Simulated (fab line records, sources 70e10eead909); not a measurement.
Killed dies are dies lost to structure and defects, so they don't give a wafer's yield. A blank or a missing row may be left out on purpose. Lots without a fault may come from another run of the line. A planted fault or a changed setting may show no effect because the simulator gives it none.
Tool commonality check | flow nand_harc | 12 lots, 36 wafers sampled

WHY IT WAS OPENED
At NHARC_P_ZERO_WELL_CD_MEAS_52 the reading cd_nm is flagged on 1 of 12 lots. Wafers without a fault read 1999.7 nm, standard deviation 2.3.
Rule: a lot is flagged when every wafer of it that has a number lies more than 4 standard deviations from that mean, or none has a number. The other lots count as sound.

lot  | measured     | on        | cd_nm (nm), wafer by wafer | flag
L832 | day 2 01:38  | cd_sem-01 | 1997.6 1998.6 1998.4       |
L833 | day 2 11:35  | cd_sem-03 | 1996.0 2000.1 1997.2       |
L835 | day 3 09:35  | cd_sem-02 | 2002.4 2002.9 1999.8       |
L838 | day 4 13:49  | cd_sem-02 | 2000.8 1994.0 1999.6       |
L839 | day 5 03:48  | cd_sem-03 | 2000.7 2001.0 2000.3       |
L841 | day 5 19:44  | cd_sem-03 | 1898.9 1895.7 1898.9       | FLAGGED
L849 | day 9 03:44  | cd_sem-01 | 2001.2 1999.9 2002.4       |
L850 | day 9 13:40  | cd_sem-01 | 1999.8 1995.0 1998.5       |
L851 | day 9 23:57  | cd_sem-03 | 1997.0 1998.3 1999.4       |
L852 | day 10 10:25 | cd_sem-02 | 1997.4 1998.2 1999.2       |
L853 | day 10 19:48 | cd_sem-02 | 1999.5 1998.4 2000.4       |
L855 | day 11 15:55 | cd_sem-02 | 2001.5 2000.4 2000.9       |
The numbers of the flagged lots are 1897.8 nm on average: -101.9 nm against the usual, or -44 standard deviations.

WHICH TOOL RAN EACH LOT
The record holds 1 process step before the reading, out of a route of 1302 steps. In each cell: the tool, then ch and the chambers that the sampled wafers went through, then the start.
lot  | flag    | NHARC_P_ZERO_WELL_EXPOSE_49
L832 |         | krf_scanner-04 ch 0, day 2 01:28
L833 |         | krf_scanner-04 ch 0, day 2 11:26
L835 |         | krf_scanner-04 ch 0, day 3 09:25
L838 |         | krf_scanner-03 ch 0, day 4 13:40
L839 |         | krf_scanner-04 ch 0, day 5 03:38
L841 | FLAGGED | krf_scanner-02 ch 0, day 5 19:35
L849 |         | krf_scanner-03 ch 0, day 9 03:35
L850 |         | krf_scanner-04 ch 0, day 9 13:31
L851 |         | krf_scanner-03 ch 0, day 9 23:47
L852 |         | krf_scanner-04 ch 0, day 10 10:16
L853 |         | krf_scanner-03 ch 0, day 10 19:38
L855 |         | krf_scanner-02 ch 0, day 11 15:45
What these steps do:
- NHARC_P_ZERO_WELL_EXPOSE_49: exposes mask P HVPW, target cd 2000 nm.
- NHARC_P_ZERO_WELL_CD_MEAS_52: target cd 2000 nm.

FLAGGED OVER TOTAL, TOOL BY TOOL (the gauges that took the reading come last)
step                         | tool           | lots run | flagged | share of the flagged lots | sound lots run after its first flagged lot
NHARC_P_ZERO_WELL_EXPOSE_49  | krf_scanner-02 | 2        | 1       | all                       | 1 (L855)
NHARC_P_ZERO_WELL_EXPOSE_49  | krf_scanner-03 | 4        | 0       | none                      | -
NHARC_P_ZERO_WELL_EXPOSE_49  | krf_scanner-04 | 6        | 0       | none                      | -
NHARC_P_ZERO_WELL_CD_MEAS_52 | cd_sem-01      | 3        | 0       | none                      | -
NHARC_P_ZERO_WELL_CD_MEAS_52 | cd_sem-02      | 5        | 0       | none                      | -
NHARC_P_ZERO_WELL_CD_MEAS_52 | cd_sem-03      | 4        | 1       | all                       | 1 (L851)

WHAT THE TABLE ALLOWS
2 rows of the table ran every flagged lot: krf_scanner-02 at NHARC_P_ZERO_WELL_EXPOSE_49, cd_sem-03 at NHARC_P_ZERO_WELL_CD_MEAS_52.
- krf_scanner-02 at NHARC_P_ZERO_WELL_EXPOSE_49: 1 of its 2 lots flagged. Sound lots ran on it after the first flagged one (L855), which a lasting fault on the whole tool wouldn't allow.
- cd_sem-03 at NHARC_P_ZERO_WELL_CD_MEAS_52: 1 of its 4 lots flagged. Sound lots ran on it after the first flagged one (L851), which a lasting fault on the whole tool wouldn't allow.
No row of the table ran every flagged lot and no sound lot after the first.

WHAT THE SIMULATOR HAD PUT IN
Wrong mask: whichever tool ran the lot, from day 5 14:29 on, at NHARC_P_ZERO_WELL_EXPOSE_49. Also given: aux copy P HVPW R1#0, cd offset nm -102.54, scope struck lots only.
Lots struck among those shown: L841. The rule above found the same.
